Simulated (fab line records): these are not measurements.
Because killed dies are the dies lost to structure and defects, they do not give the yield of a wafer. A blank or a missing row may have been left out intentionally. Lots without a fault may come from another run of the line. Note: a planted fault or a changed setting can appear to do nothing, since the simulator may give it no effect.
fab line records	flow n5-finfet
record lots=9	wafers=27	last-day=17
route steps=1938 shown MOL_CONTACT_COAG@579 BEOL_M4@1111 PASSIVATION@1936
lots untouched by any fault: they come from a run of this same line in which no faults occurred
start-h: hours from the record's opening day to when the first of the lot's shown wafers began	wait-h: how many hours have passed since the lot's step before this one	" as in the row above	L1.1+2: a single row standing in for several wafers	- no value, or no start given	* or withheld: withheld	< > ~ a bound
route shown NAME@n: NAME is a module with steps in the file, n the number in the route of the first one	usual: average and standard deviation across the fault-free wafers	same: alike in all rows	chamber/n: place in a boat	sites: per-site readings	_std_site: their standard deviation	_edge_site: outer sites' mean less inner sites'	radius-mm: for every site, how far away it sits from the centre of the wafer	mask NAME#n: copy n	behind: tool/chamber where the wafer was last shaped	hold: why the lot was held/for how many hours/how that ended	device: the transistor (n, p or np) that didn't switch	end of line: the tests these same wafers got at the end of their route	for a step that has no rows: nothing shown but its recipe	killed: count of dies lost to structure and defects at first sort (not the wafer's yield)	map: dies across one wafer; x = killed, . = not, _ = none there
set.NAME: the setting as run; set.NAME@STEP: as run at that earlier step	model.NAME: the simulator's own value behind a step, which no gauge read
steps of the route over a sample of lots; a table a step, a row a wafer
services: from which hour (start-h, from the record's first day; less than 0 if before it) a tool's chamber was out of use, for how many hours, and why
## steps
# step N5_MOL_CONTACT_COAG_ALD_131
# recipe material=SiO2	target-thk-a=50	temp-c=100	ald-precursor-family=BDEAS	ald-co-reactant=O2-plasma	pulse-time-s=1	co-reactant-pulse-time-s=1	purge-time-s=2	co-reactant-purge-time-s=2	ald-cycles=35	pressure-torr=2
# usual chamber-pressure-Torr=2.000/0.005	heater-power-outer-w=41/4.1	heater-power-w=77/8.9	precursor-pulse-height-rel=0.998/0.02	susceptor-temp-C=100.01/0.13
# same co-reactant-pulse-time-s=1
lot.wafer	tool	chamber	start-h	wait-h	chamber-pressure-Torr	heater-power-outer-w	heater-power-w	precursor-pulse-height-rel	susceptor-temp-C
L221.1	ald-sin-02	1	97.25	0.1	2.000	45	93	0.996	99.95
L221.5	"	2	"	"	2.003	35	63	0.977	99.96
L221.6	"	1	"	"	1.995	46	91	0.950	100.31
L222.3	ald-sin-04	0	104.90	0.1	1.996	37	74	1.021	99.97
L222.4	"	2	"	"	2.000	43	82	1.004	100.16
L222.6	"	0	"	"	2.002	38	77	0.982	100.01
L228.1	ald-sin-04	2	140.80	0.1	2.006	44	83	0.984	99.91
L228.3	"	3	"	"	2.004	36	67	1.023	99.95
L228.6	"	0	"	"	1.995	36	73	0.975	99.96
L229.1	ald-sin-02	0	153.24	0.1	1.985	41	77	0.974	100.03
L229.4	"	3	"	"	2.002	36	68	0.989	99.98
L229.5	"	1	"	"	2.003	46	94	0.978	99.77
L230.1	ald-sin-02	1	153.40	0.2	2.002	45	92	0.974	100.10
L230.2	"	0	"	"	2.007	41	75	0.995	99.83
L230.3	"	3	"	"	1.996	36	68	0.997	99.94
L235.3	ald-sin-01	2	183.62	0.1	1.994	42	79	0.981	100.08
L235.4	"	1	"	"	1.998	45	82	0.977	100.18
L235.5	"	3	"	"	1.998	43	79	0.990	100.02
L240.3	ald-sin-02	3	216.00	0.1	1.998	37	68	0.999	99.92
L240.4	"	0	"	"	1.996	41	77	0.984	99.93
L240.6	"	3	"	"	2.003	37	66	1.028	99.92
L241.3	ald-sin-02	0	220.93	0.1	2.004	40	73	1.027	100.03
L241.4	"	1	"	"	2.001	46	91	1.013	99.87
L241.5	"	3	"	"	2.004	37	69	1.010	100.21
L242.1	ald-sin-04	3	228.36	0.2	2.004	35	67	0.998	100.09
L242.4	"	0	"	"	2.005	35	69	0.996	99.98
L242.6	"	3	"	"	2.001	36	68	0.985	100.01
# step N5_MOL_CONTACT_COAG_ETCHBACK_132
# recipe chemistry=CHF3	target=SiO2	target-depth-a=100	time-s=6.7	ion-energy-ev=200	pressure-mtorr=30	source-w=610	bias-w=170	Ar_flow_sccm=200	CHF3_flow_sccm=50
# usual drypump-motor-current-A=5.5/0.44	oes-product-au=0.80/0.1	rf-vpp-V=524/18	showerhead-plenum-p-Torr=2.40/0.089	throttle-valve-pct=18.74/0.26
lot.wafer	tool	chamber	start-h	wait-h	drypump-motor-current-A	oes-product-au	rf-hours-counter-h	rf-vpp-V	showerhead-plenum-p-Torr	throttle-valve-pct
L221.1	rie-diel-05	3	97.43	0.1	6.3	0.71	248	539	2.38	18.84
L221.5	"	1	"	"	5.6	0.82	-	552	2.30	18.68
L221.6	"	0	"	"	4.7	0.93	-	510	2.45	18.44
L222.3	rie-diel-05	0	105.08	0.1	4.8	0.94	11	512	2.45	18.43
L222.4	"	2	"	"	5.7	0.70	-	503	2.33	18.79
L222.6	"	1	"	"	5.6	0.83	-	554	2.30	18.67
L228.1	rie-diel-01	3	140.98	0.1	5.6	0.79	92	532	2.41	18.49
L228.3	"	0	"	"	5.8	0.66	250	517	2.46	19.20
L228.6	"	1	"	"	5.0	0.70	-	501	2.46	19.06
L229.1	rie-diel-01	2	153.58	0.3	5.9	0.69	252	510	2.25	19.23
L229.4	"	1	"	"	5.1	0.69	-	500	2.45	19.07
L229.5	"	3	"	"	5.6	0.78	-	532	2.40	18.51
L230.1	rie-diel-05	3	153.59	0.1	6.3	0.94	13	542	2.37	18.36
L230.2	"	0	"	"	4.7	0.88	31	512	2.44	18.46
L230.3	"	2	"	"	5.7	0.68	222	503	2.32	18.81
L235.3	rie-diel-03	0	183.80	0.1	5.5	0.72	185	521	2.29	19.25
L235.4	"	2	"	"	6.0	0.89	40	538	2.53	18.51
L235.5	"	0	"	"	5.5	0.72	-	520	2.28	19.24
L240.3	rie-diel-01	3	216.34	0.3	5.6	0.77	123	532	2.40	18.54
L240.4	"	2	"	"	5.9	0.95	11	517	2.54	18.77
L240.6	"	2	"	"	5.9	0.95	-	518	2.54	18.77
L241.3	rie-diel-03	0	221.12	0.1	5.5	0.71	197	519	2.28	19.23
L241.4	"	2	"	"	6.0	0.89	52	538	2.53	18.53
L241.5	"	3	"	"	5.4	0.78	-	546	2.49	18.67
L242.1	rie-diel-03	3	228.54	0.1	5.4	0.78	102	545	2.49	18.68
L242.4	"	2	"	"	6.0	0.88	55	537	2.53	18.52
L242.6	"	0	"	"	5.5	0.70	-	521	2.28	19.26
# step N5_MOL_CONTACT_COAG_ETCH_47
# recipe chemistry=CH3F/O2	target=SiNx	target-depth-a=270	mask-material=SiO2	stop-on=W	over-etch-frac=0.2	ion-energy-ev=120	endpoint=OES-CN	pressure-mtorr=30	source-w=395	bias-w=73	Ar_flow_sccm=150	CH3F_flow_sccm=30	O2_flow_sccm=20	ends=end-point
# usual drypump-motor-current-A=5.5/0.44	etch-rf-on-time-s=31.1/0.68	oes-product-au=0.72/0.089	rf-vpp-V=298/10	showerhead-plenum-p-Torr=2.02/0.078	throttle-valve-pct=16.37/0.27
# same over-etch-frac=0.2
lot.wafer	tool	chamber	start-h	wait-h	drypump-motor-current-A	etch-rf-on-time-s	oes-product-au	rf-hours-counter-h	rf-vpp-V	showerhead-plenum-p-Torr	throttle-valve-pct
L221.1	rie-diel-05	3	97.69	0.0	6.3	30.7	0.64	248	306	2.00	16.48
L221.5	"	1	"	"	5.6	31.2	0.74	-	314	1.93	16.29
L221.6	"	0	"	"	4.7	30.9	0.85	-	291	2.06	16.06
L222.3	rie-diel-05	0	105.35	0.0	4.7	30.2	0.83	11	290	2.06	16.04
L222.4	"	2	"	"	5.8	31.3	0.63	-	287	1.96	16.44
L222.6	"	1	"	"	5.6	31.3	0.73	-	314	1.93	16.30
L228.1	rie-diel-01	3	141.24	0.0	5.6	31.3	0.71	92	300	2.02	16.13
L228.3	"	0	"	"	5.8	32.2	0.59	250	295	2.07	16.82
L228.6	"	1	"	"	5.0	31.2	0.63	-	285	2.07	16.69
L229.1	rie-diel-01	2	153.84	0.0	5.9	31.1	0.62	252	290	1.90	16.90
L229.4	"	1	"	"	5.0	30.5	0.63	-	284	2.07	16.72
L229.5	"	3	"	"	5.6	31.1	0.72	-	302	2.02	16.13
L230.1	rie-diel-05	3	153.86	0.0	6.3	30.4	0.85	13	307	1.99	15.95
L230.2	"	0	"	"	4.7	30.9	0.80	31	291	2.05	16.10
L230.3	"	2	"	"	5.8	31.2	0.61	222	286	1.95	16.49
L235.3	rie-diel-03	0	184.06	0.0	5.5	32.1	0.64	185	293	1.91	16.83
L235.4	"	2	"	"	6.0	29.6	0.81	40	304	2.14	16.12
L235.5	"	0	"	"	5.6	31.6	0.64	-	294	1.91	16.83
L240.3	rie-diel-01	3	216.60	0.0	5.6	31.5	0.67	123	301	2.01	16.19
L240.4	"	2	"	"	5.9	30.7	0.86	11	295	2.14	16.41
L240.6	"	2	"	"	5.9	30.6	0.84	-	294	2.14	16.39
L241.3	rie-diel-03	0	221.38	0.0	5.5	31.0	0.64	197	292	1.91	16.85
L241.4	"	2	"	"	6.0	29.4	0.79	52	306	2.13	16.16
L241.5	"	3	"	"	5.4	31.6	0.71	-	309	2.10	16.33
L242.1	rie-diel-03	3	228.81	0.0	5.4	32.4	0.70	102	311	2.10	16.34
L242.4	"	2	"	"	6.0	29.7	0.78	55	305	2.13	16.14
L242.6	"	0	"	"	5.5	31.6	0.64	-	295	1.91	16.87
# step N5_MOL_CONTACT_COAG_COAT_62
# recipe resist=SOC	temp-c=250	time-s=60	spin-rpm=1500	resist-thk-nm=60
# usual plate-temp-C=249.97/0.17	spin-speed-rpm=1499.8/0.97
lot.wafer	tool	chamber	start-h	wait-h	plate-temp-C	spin-speed-rpm
L221.1	litho-track-04	0	97.96	0.0	250.22	1499.8
L221.5	"	0	"	"	250.00	1500.1
L221.6	"	0	"	"	249.87	1500.7
L222.3	litho-track-05	0	105.61	0.0	249.78	1499.8
L222.4	"	0	"	"	249.78	1500.3
L222.6	"	0	"	"	249.85	1499.7
L228.1	litho-track-01	0	141.51	0.0	249.62	1499.6
L228.3	"	0	"	"	249.74	1498.0
L228.6	"	0	"	"	250.03	1500.7
L229.1	litho-track-05	0	154.11	0.0	249.79	1500.8
L229.4	"	0	"	"	250.20	1498.8
L229.5	"	0	"	"	250.02	1500.2
L230.1	litho-track-04	0	154.13	0.0	250.20	1499.1
L230.2	"	0	"	"	250.25	1500.5
L230.3	"	0	"	"	250.05	1499.8
L235.3	litho-track-01	0	184.33	0.0	249.75	1499.0
L235.4	"	0	"	"	250.06	1500.5
L235.5	"	0	"	"	250.11	1500.3
L240.3	litho-track-05	0	216.87	0.0	249.84	1797.3
L240.4	"	0	"	"	249.80	1799.4
L240.6	"	0	"	"	249.94	1798.2
L241.3	litho-track-05	0	221.65	0.0	249.95	1799.8
L241.4	"	0	"	"	249.93	1799.0
L241.5	"	0	"	"	249.81	1797.6
L242.1	litho-track-01	0	229.07	0.0	250.12	1499.3
L242.4	"	0	"	"	250.12	1500.7
L242.6	"	0	"	"	250.15	1497.9
# step N5_BEOL_M4_RC_MEAS_101
# usual DIBL_N=37.5/2.5	DIBL_P=38/3.1	IOFF_N=0.19/0.059	IOFF_P=0.24/0.061	ION_N=679/16	ION_P=465/9.8	SS_N=72.0/0.8	SS_P=73.7/0.86	VT_N=248/4.5	VT_P=-249/3.5
lot.wafer	tool	chamber	start-h	wait-h	DIBL_N[mV/V]	DIBL_P[mV/V]	IOFF_N[nA/um]	IOFF_P[nA/um]	ION_N[uA/um]	ION_P[uA/um]	SS_N[mV/dec]	SS_P[mV/dec]	VT_N[mV]	VT_P[mV]
L221.1	prober-02	0	163.35	0.0	34.1	36	0.12	0.20	659	459	70.6	72.8	254	-249
L221.5	"	0	"	"	37.8	37	0.18	0.22	678	466	72.3	73.5	251	-250
L221.6	"	0	"	"	39.7	40	0.23	0.27	679	459	72.7	74.2	248	-245
L222.3	prober-02	0	170.07	0.3	37.3	38	0.18	0.23	677	459	72.0	73.5	250	-250
L222.4	"	0	"	"	37.3	40	0.19	0.27	675	465	72.5	74.2	248	-248
L222.6	"	0	"	"	37.4	38	0.18	0.22	676	460	72.6	73.8	255	-252
L228.1	prober-02	0	221.67	0.0	35.9	37	0.16	0.20	667	459	72.3	73.8	251	-252
L228.3	"	0	"	"	37.2	37	0.19	0.20	680	461	72.0	73.0	249	-251
L228.6	"	0	"	"	33.6	34	0.11	0.17	659	451	70.9	73.0	255	-254
L230.1	prober-01	0	225.41	0.0	41.4	40	0.27	0.33	702	477	72.5	74.7	244	-244
L230.2	"	0	"	"	37.6	35	0.15	0.21	671	458	71.6	73.5	255	-247
L230.3	"	0	"	"	38.9	38	0.19	0.28	679	468	72.4	73.4	246	-244
L229.1	prober-01	0	237.18	0.1	34.4	35	0.10	0.16	657	453	70.8	73.2	260	-253
L229.4	"	0	"	"	38.7	39	0.18	0.24	673	467	71.8	74.1	247	-249
L229.5	"	0	"	"	37.1	37	0.14	0.20	651	452	71.5	73.1	252	-251
L235.3	prober-02	0	259.21	0.3	35.8	36	0.13	0.21	659	465	71.9	73.3	256	-249
L235.4	"	0	"	"	36.5	37	0.14	0.21	658	455	71.5	73.3	252	-250
L235.5	"	0	"	"	38.3	38	0.19	0.27	682	471	72.0	74.3	248	-248
L240.3	prober-02	0	288.15	0.3	37.6	37	0.19	0.24	683	463	72.1	73.9	249	-249
L240.4	"	0	"	"	35.7	34	0.16	0.21	667	462	71.5	73.3	249	-250
L240.6	"	0	"	"	37.4	36	0.20	0.24	685	466	72.0	73.8	244	-250
L242.1	prober-01	0	310.43	0.0	38.6	42	0.21	0.29	685	475	72.0	74.4	247	-249
L242.4	"	0	"	"	39.0	39	0.20	0.23	676	455	71.8	74.7	247	-251
L242.6	"	0	"	"	39.9	41	0.23	0.26	687	466	72.2	74.6	245	-249
L241.3	prober-02	0	310.66	0.3	40.5	38	0.23	0.26	684	465	72.7	73.8	246	-249
L241.4	"	0	"	"	38.6	36	0.17	0.22	662	460	73.0	73.4	250	-249
L241.5	"	0	"	"	39.9	38	0.21	0.25	687	466	71.8	74.0	250	-248
# step N5_PASSIVATION_PROBE_49
# usual defect-limited-yield=91.0/1.4	killed_at_M0_to_M3=35/10	killed_at_M4_up=14/5.5	killed-at-contacts=13/5.6	killed-at-front-end=41/11	killed-at-other=4/3.4	killed-dies=106/16	killed-open=68/12	killed-short=35/7.3	sort_bin_5_function=5.3/0.89	sort_bin_6_memory=3.4/0.67	sort_bin_8_speed=0.01/0.11	sort-n-pass=1070/28	sort-yield-pct=90.7/2.4
# same gross-dies=1180	killed-at-back-side=0	sort_bin_4_leakage[%]=0
lot.wafer	tool	chamber	start-h	wait-h	defect-limited-yield[%]	killed_at_M0_to_M3	killed_at_M4_up	killed-at-contacts	killed-at-front-end	killed-at-other	killed-dies	killed-open	killed-short	sort_bin_5_function[%]	sort_bin_6_memory[%]	sort_bin_8_speed[%]	sort-n-pass	sort-yield-pct[%]
L222.3	prober-01	-	278.83	0.1	90.7	38	11	11	38	12	110	71	34	5.3	3.3	0	1070	90.7
L222.4	prober-01	-	278.88	0.2	92.5	26	15	12	35	1	89	65	22	4.7	2.5	0	1091	92.5
L222.6	prober-01	-	278.98	0.3	90.3	48	19	5	39	3	114	70	31	5.3	3.3	0	1066	90.3
L228.1	prober-01	-	319.95	0.0	91.9	54	6	5	24	6	95	57	29	4.7	2.9	0	1085	91.9
L228.3	prober-01	-	320.05	0.1	90.6	52	12	14	22	11	111	77	31	4.4	4.7	0	1069	90.6
L228.6	prober-01	-	320.20	0.3	90.4	40	21	12	28	12	113	72	34	6.1	3.1	0	1067	90.4
L230.1	prober-01	-	320.67	0.0	89.3	42	21	6	56	1	126	94	30	7.0	3.5	0	1054	89.3
L230.2	prober-01	-	320.72	0.1	91.2	39	23	11	30	1	104	76	24	5.6	3.1	0	1076	91.2
L230.3	prober-01	-	320.77	0.1	89.3	26	20	14	64	2	126	83	38	5.8	4.5	0	1054	89.3
L241.3	prober-02	-	411.54	0.1	90.4	27	7	14	63	2	113	63	40	5.3	3.3	0	1067	90.4
L241.4	prober-02	-	411.59	0.2	91.4	35	13	21	32	1	102	61	40	4.7	3.5	0	1078	91.4
L241.5	prober-02	-	411.64	0.2	89.4	38	20	22	39	6	125	80	43	6.0	4.0	0	1055	89.4
L242.1	prober-01	-	415.46	0.0	90.8	30	18	15	36	10	109	71	33	5.3	3.7	0	1071	90.8
L242.4	prober-01	-	415.61	0.2	89.4	35	23	18	48	1	125	82	40	6.4	3.5	0	1055	89.4
L242.6	prober-01	-	415.71	0.3	90.5	23	11	16	46	16	112	67	40	6.0	3.1	0	1068	90.5
# killed by level:class
L222.3 BEOL_M2:geometric-particle:open=15 MOL_CONTACT_COAG:geometric-particle:open=10 FIN_SAQP:geometric-particle:open=9 BEOL_M3:geometric-particle:open=9 FIN_SAQP:geometric-particle:short=7 MIM_TOP_ETCH:geometric-particle:short=7 GATE_CUT:geometric-particle:short=5 STI_FIN_REVEAL:geometric-particle:open=4
L222.4 MOL_CONTACT_COAG:geometric-particle:open=11 BEOL_M2:geometric-particle:open=9 DUMMY_GATE:geometric-particle:open=6 GATE_CUT:geometric-particle:open=6 GATE_CUT:geometric-particle:short=6 FIN_SAQP:geometric-particle:short=5 STI_FIN_REVEAL:geometric-particle:open=4 BEOL_M0_SAQP:geometric-particle:open=4
L222.6 BEOL_M2:geometric-particle:open=12 BEOL_M1:geometric-particle:open=9 HKMG_FIN:area-etch=8 FIN_SAQP:geometric-particle:short=7 GATE_CUT:geometric-particle:open=7 BEOL_M3:geometric-particle:open=7 BEOL_M5:geometric-particle:open=7 FIN_SAQP:geometric-particle:open=6
L228.1 BEOL_M0_SAQP:geometric-particle:short=13 BEOL_M3:geometric-particle:open=8 DUMMY_GATE:geometric-particle:open=7 BEOL_M0_SAQP:geometric-particle:open=7 BEOL_M1:geometric-particle:open=6 BEOL_M2:geometric-particle:open=5 BEOL_M2:area-expose=4 FIN_SAQP:geometric-particle:open=3
L228.3 BEOL_M0_SAQP:geometric-particle:open=15 MOL_CONTACT_COAG:geometric-particle:open=13 BEOL_M0_SAQP:geometric-particle:short=11 BEOL_M2:geometric-particle:open=10 BEOL_M3:geometric-particle:open=7 DUMMY_GATE:geometric-particle:open=5 PAD_METAL:geometric-particle:open=5 STARTING-WAFER:geometric-particle:short=5
L228.6 MOL_CONTACT_COAG:geometric-particle:open=9 BEOL_M2:geometric-particle:open=9 BEOL_M0_SAQP:geometric-particle:open=8 STI_FIN_REVEAL:geometric-particle:open=7 BEOL_M1:geometric-particle:open=7 BEOL_M0_SAQP:geometric-particle:short=6 BEOL_M4:geometric-particle:open=5 PASS1_CAP:geometric-particle:open=4
L230.1 FIN_SAQP:geometric-particle:open=19 BEOL_M4:geometric-particle:open=11 BEOL_M1:geometric-particle:open=10 STI_FIN_REVEAL:geometric-particle:open=9 BEOL_M0_SAQP:geometric-particle:open=8 GATE_CUT:geometric-particle:short=7 BEOL_M0_SAQP:geometric-particle:short=7 FIN_SAQP:geometric-particle:short=6
L230.2 BEOL_M4:geometric-particle:open=13 MOL_CONTACT_COAG:geometric-particle:open=9 BEOL_M1:geometric-particle:open=8 FIN_SAQP:geometric-particle:open=7 BEOL_M3:geometric-particle:open=7 BEOL_M0_SAQP:geometric-particle:short=6 FIN_SAQP:geometric-particle:short=5 GATE_CUT:geometric-particle:open=5
L230.3 FIN_SAQP:geometric-particle:open=18 STI_FIN_REVEAL:geometric-particle:open=12 MOL_CONTACT_COAG:geometric-particle:open=9 BEOL_M4:geometric-particle:open=9 FIN_SAQP:geometric-particle:short=8 DUMMY_GATE:geometric-particle:open=7 BEOL_M1:geometric-particle:open=6 MOL_CONTACT_COAG:geometric-particle:short=5
L241.3 FIN_SAQP:geometric-particle:short=18 MOL_CONTACT_COAG:geometric-particle:open=12 BEOL_M3:geometric-particle:open=8 FIN_SAQP:geometric-particle:open=7 STI_FIN_REVEAL:geometric-particle:open=7 HKMG_FIN:area-etch=7 DUMMY_GATE:geometric-particle:open=6 BEOL_M0_SAQP:geometric-particle:open=6
L241.4 MOL_CONTACT_COAG:geometric-particle:open=17 FIN_SAQP:geometric-particle:short=14 BEOL_M1:geometric-particle:open=9 BEOL_M3:geometric-particle:open=9 FIN_SAQP:geometric-particle:open=7 BEOL_M0_SAQP:geometric-particle:short=6 BEOL_M4:geometric-particle:short=5 BEOL_M4:geometric-particle:open=5
L241.5 MOL_CONTACT_COAG:geometric-particle:open=15 BEOL_M4:geometric-particle:open=14 FIN_SAQP:geometric-particle:short=12 BEOL_M1:geometric-particle:open=10 BEOL_M3:geometric-particle:open=8 STI_FIN_REVEAL:geometric-particle:open=7 MOL_CONTACT_COAG:geometric-particle:short=7 BEOL_M2:geometric-particle:open=5
L242.1 STI_FIN_REVEAL:geometric-particle:open=12 MOL_CONTACT_COAG:geometric-particle:open=12 BEOL_M0_SAQP:geometric-particle:short=8 FIN_SAQP:geometric-particle:open=7 PAD_METAL:geometric-particle:open=6 BEOL_M0_SAQP:geometric-particle:open=6 GATE_CUT:geometric-particle:open=5 BEOL_M4:geometric-particle:open=5
L242.4 BEOL_M4:geometric-particle:open=15 FIN_SAQP:geometric-particle:open=14 MOL_CONTACT_COAG:geometric-particle:open=14 FIN_SAQP:geometric-particle:short=10 BEOL_M0_SAQP:geometric-particle:open=7 BEOL_M0_SAQP:geometric-particle:short=6 BEOL_M1:geometric-particle:open=6 BEOL_M1:geometric-particle:short=5
L242.6 MOL_CONTACT_COAG:geometric-particle:open=14 GATE_CUT:geometric-particle:short=11 FIN_SAQP:geometric-particle:open=7 FIN_SAQP:geometric-particle:short=7 GATE_CUT:geometric-particle:open=7 PAD_METAL:geometric-particle:open=6 BEOL_M0_SAQP:geometric-particle:open=5 BEOL_M0_SAQP:geometric-particle:short=5
## services
tool	chamber	start-h	hours	kind
rie-diel-05	2	79.97	7.6	repair
rie-diel-01	3	91.95	1.8	repair
rie-diel-03	3	102.94	20.2	repair
rie-diel-05	3	103.52	-	clean
rie-diel-05	3	103.52	-	consumable-replace:focus-ring
rie-diel-05	3	103.52	14.9	scheduled-down
rie-diel-05	3	103.52	14.9	vent-cycle
rie-diel-03	2	110.03	1.3	repair
rie-diel-03	-	114.49	14.6	pm
rie-diel-01	3	120.80	2.2	repair
rie-diel-01	1	123.00	5.2	repair
ald-sin-02	2	140.54	34.7	repair
rie-diel-01	0	141.30	-	clean
rie-diel-01	0	141.30	-	consumable-replace:focus-ring
rie-diel-01	0	141.30	18.6	scheduled-down
rie-diel-01	0	141.30	18.6	vent-cycle
rie-diel-03	1	157.81	-	clean
rie-diel-03	1	157.81	-	consumable-replace:focus-ring
rie-diel-03	0	167.94	1.8	repair
ald-sin-01	3	170.45	13.0	repair
ald-sin-04	-	176.75	14.0	pm
ald-sin-02	-	187.18	6.0	pm
ald-sin-01	2	205.75	6.1	repair
ald-sin-01	1	221.23	11.0	repair
## key
first-sign step=N5_MOL_CONTACT_COAG_COAT_62	reading=spin-speed-rpm	direction=up	sigmas=99+	usual=*	struck=*
effect none on later readings
met-at N5_MOL_CONTACT_COAG_COAT_62
struck-lots L240,L241
not-acting-at N5_MOL_CONTACT_COAG_ALD_131,N5_MOL_CONTACT_COAG_ETCHBACK_132,N5_MOL_CONTACT_COAG_ETCH_47
onset-between 154.11 216.87
fault kind=process-parameter-drift	tool=litho-track-05	chamber=-	onset-h=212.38	steps=N5_MOL_CONTACT_COAG_COAT_62	channel=spin-rpm	offset=*	shape=step	end-h=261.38	acts-in=*	stated=*
